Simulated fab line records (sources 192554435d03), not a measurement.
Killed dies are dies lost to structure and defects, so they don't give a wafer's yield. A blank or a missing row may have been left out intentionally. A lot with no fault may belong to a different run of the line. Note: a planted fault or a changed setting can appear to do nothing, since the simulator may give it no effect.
Matching of chambers | flow n5-finfet | rie-si-02 running N5_STI_FIN_REVEAL_ETCH_34: 4 sister chambers
The step etches Si in H2, material Si, target depth 0.97 nm. 8 wafers are shown with their chamber, then 7 later ones without.

## WAFERS, EACH WITH ITS CHAMBER
wafer  | chamber | oes-product-au (a.u.)
L074.6 | 1       | 1.043
L080.6 | 3       | 0.983
L088.4 | 1       | 1.030
L088.5 | 2       | 0.986
L090.4 | 2       | 0.982
L090.6 | 0       | 0.993
L091.1 | 0       | 0.997
L091.2 | 3       | 0.989

## WAFERS MISSING THEIR CHAMBER
wafer  | oes-product-au (a.u.)
L091.6 | 0.984
L095.1 | 0.977
L095.4 | 0.993
L095.5 | 0.997
L096.3 | 0.958
L096.4 | 0.987
L096.6 | 0.977

## EACH ONE'S CHAMBER
wafer  | from the rows above          | in truth
L091.6 | can't be placed: 2 or 3      | 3
L095.1 | can't be placed: 2 or 3      | 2
L095.4 | can't be placed: 0 or 3 or 2 | 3
L095.5 | can't be placed: 0 or 3      | 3
L096.3 | can't be placed: 2 or 3      | 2
L096.4 | can't be placed: 3 or 2 or 0 | 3
L096.6 | can't be placed: 2 or 3      | 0
Correctly placed: 0 of 7. Unplaceable from these rows: 7, with the true chamber sitting among the candidates in 6. 0 placed wrongly.
How it was worked out, from the rows above alone: a wafer's distance from a chamber is the root of the sum, over the readings, of the square of ((its reading less the chamber's mean) divided by the reading's scatter). If the next closest chamber is less than 2 further off than the closest, the wafer can't be placed; otherwise it belongs to the closest. A chamber's mean is the mean of its shown wafers. The scatter: the root of (the sum of the squares of (reading less its chamber's mean) over the shown wafers, divided by (wafers less chambers)).
